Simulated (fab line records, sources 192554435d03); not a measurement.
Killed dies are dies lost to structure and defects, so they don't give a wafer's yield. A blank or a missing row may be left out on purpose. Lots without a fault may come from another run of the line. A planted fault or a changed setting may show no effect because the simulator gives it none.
A struck lot beside a sound one | flow n5_finfet | 16 steps out of a route of 1938
Sound: wafers L785.1, L785.3, L785.5. Struck: wafer L791.2. (L791.1, L791.3 of the same lot were not struck and are left out.) The cause comes at the end.
At each step with rows: each side's tool, then ch and its chambers, then its first start. Under that, the readings that differ: sound wafers | struck wafers | difference of the means | sigmas: that difference in standard deviations of wafers without a fault.
alike: readings whose means differ by less than 2 such deviations, and words and numbers that are the same on both sides. not compared: withheld readings, readings that some wafer has no value for, bounds like >300 that may hide the same value, and numbers for which the record gives no deviation and whose values overlap.
The two part at a step that has a row with sigmas, a row that says differs or no value, or rows on one side only. Numbers that don't overlap but have no deviation are shown without sigmas and don't part them. A reading that every wafer of one side lacks parts them only if that side has two wafers or more.

N5_BEOL_M3_ANNEAL_95: time 240 s.
  sound on pvd_sputter-01, day 8 08:29; struck on pvd_sputter-01, day 10 01:46
  alike: heater_power_w
N5_BEOL_M3_SPUTTER_96: material Cu, target thk 4.5 nm, time 8.29 s.
  sound on pvd_sputter-01, day 8 08:37; struck on pvd_sputter-01, day 10 01:55
  reading                    | sound          | struck | difference | sigmas
  chuck_gas_flow_sccm (sccm) | 1.35 1.29 1.24 | 1.18   | -0.11      | -2
  throttle_valve_pct (%)     | 31.4 28.2 28.9 | 28.0   | -1.5       | -3
then, 1 step without rows for these wafers: N5_BEOL_M3_ECD_50 (material Cu, target thk 300 nm).
N5_BEOL_M3_ANNEAL_51: time 90 s.
  sound on rtp_anneal-02 ch 0, day 8 08:49; struck on rtp_anneal-01 ch 0, day 10 02:07
  reading           | sound             | struck | difference | sigmas
  anneal_temp_c_max | 225.5 225.3 225.5 | 227.0  | +1.6       | +3
  wafer_temp_C_max  | 226.0 226.1 226.6 | 225.5  | -0.7       | -2
N5_BEOL_M3_CMP_52: polishes, stops on SiOC, t overpolish 6.8 s, target thk 40 nm.
  sound on cmp-03 ch 0,1,2, day 8 09:07; struck on cmp-03 ch 0, day 10 02:25
  alike: barrier_field_endpoint_s, clearing_platen_down_force_psi, clearing_platen_rpm, motor_current_A, overpolish_run_s, time_to_endpoint_s
N5_BEOL_M3_THK_MEAS_53: measures by xrf.
  sound on film_metro-02, day 8 09:24; struck on film_metro-02, day 10 02:42
  reading     | sound          | struck | difference | sigmas
  M3_THK (nm) | 39.5 38.6 42.1 | 36.2   | -3.9       | -2
N5_BEOL_M3_PRE_CLEAN_60: time 15 s.
  sound on cvd_co-02 ch 0,1,2, day 8 09:26; struck on cvd_co-01 ch 1, day 10 02:44
  alike: heater_power_w
then, 3 steps without rows for these wafers: N5_BEOL_M3_CO_CAP_55 (material Co, precursor CCTBA/H2, target thk 2 nm, time 102.1 s); N5_BEOL_M3_PRE_CLEAN_56 (time 15 s); N5_BEOL_M3_DEP_57 (deposits SiCN from 3MS/NH3, target thk 8 nm, time 14 s).
N5_BEOL_M3_RS_MEAS_58: measures by four-point-probe.
  sound on film_metro-02, day 8 09:40; struck on film_metro-02, day 10 02:58
  reading        | sound          | struck | difference | sigmas
  M3_RS (ohm/sq) | 0.68 0.69 0.62 | 0.75   | +0.09      | +2
N5_BEOL_M3_INSPECT_59: inspects for defects (darkfield).
  sound on defect_inspect-01, day 8 09:41; struck on defect_inspect-01, day 10 03:00
  alike: raw_defect_count
N5_BEOL_M4_ILD_DEP_00: deposits SiOC from DEMS/O2, target thk 79 nm, time 15.3 s.
  sound on pecvd-03 ch 0,1,2, day 8 09:44; struck on pecvd-03 ch 0, day 10 03:02
  reading              | sound                | struck | difference | sigmas
  susceptor_temp_C (C) | 349.99 350.04 349.94 | 352.00 | +2.01      | +10
  alike: heater_power_w, showerhead_plenum_p_Torr, throttle_valve_pct
N5_BEOL_M4_THK_MEAS_01:
  sound on film_metro-01, day 8 09:47; struck on film_metro-02, day 10 03:06
  alike: M4_ILD_THK
N5_BEOL_M4_RC_MEAS_101:
  sound on prober-02 ch 0, day 8 19:57; struck on prober-01 ch 0, day 10 12:16
  alike: DIBL_N, DIBL_P, IOFF_N, IOFF_P, ION_N, ION_P, SS_N, SS_P, VT_N, VT_P
-- the record jumps here: 4 days lie between the struck wafers' starts before and after (it left off in module BEOL_M4 and takes up again in module PASSIVATION, whose first step shown is number 1936 of the route) --
N5_PASSIVATION_PROBE_49:
  sound on prober-02, day 13 05:50; struck on prober-01, day 14 21:49
  alike: defect_limited_yield, killed_at_M0_to_M3, killed_at_M4_up, killed_at_contacts, killed_at_front_end, killed_at_other, killed_dies, killed_open, killed_short, sort_bin_4_leakage, sort_bin_5_function, sort_bin_6_memory, sort_bin_8_speed, sort_n_pass, sort_yield_pct

WHERE THEY PART
First at N5_BEOL_M3_SPUTTER_96; last, within this record, at N5_BEOL_M4_ILD_DEP_00. Later steps at which nothing parts them and some readings are alike: N5_BEOL_M4_THK_MEAS_01, N5_BEOL_M4_RC_MEAS_101, N5_PASSIVATION_PROBE_49.

WHY: what the simulator had put in
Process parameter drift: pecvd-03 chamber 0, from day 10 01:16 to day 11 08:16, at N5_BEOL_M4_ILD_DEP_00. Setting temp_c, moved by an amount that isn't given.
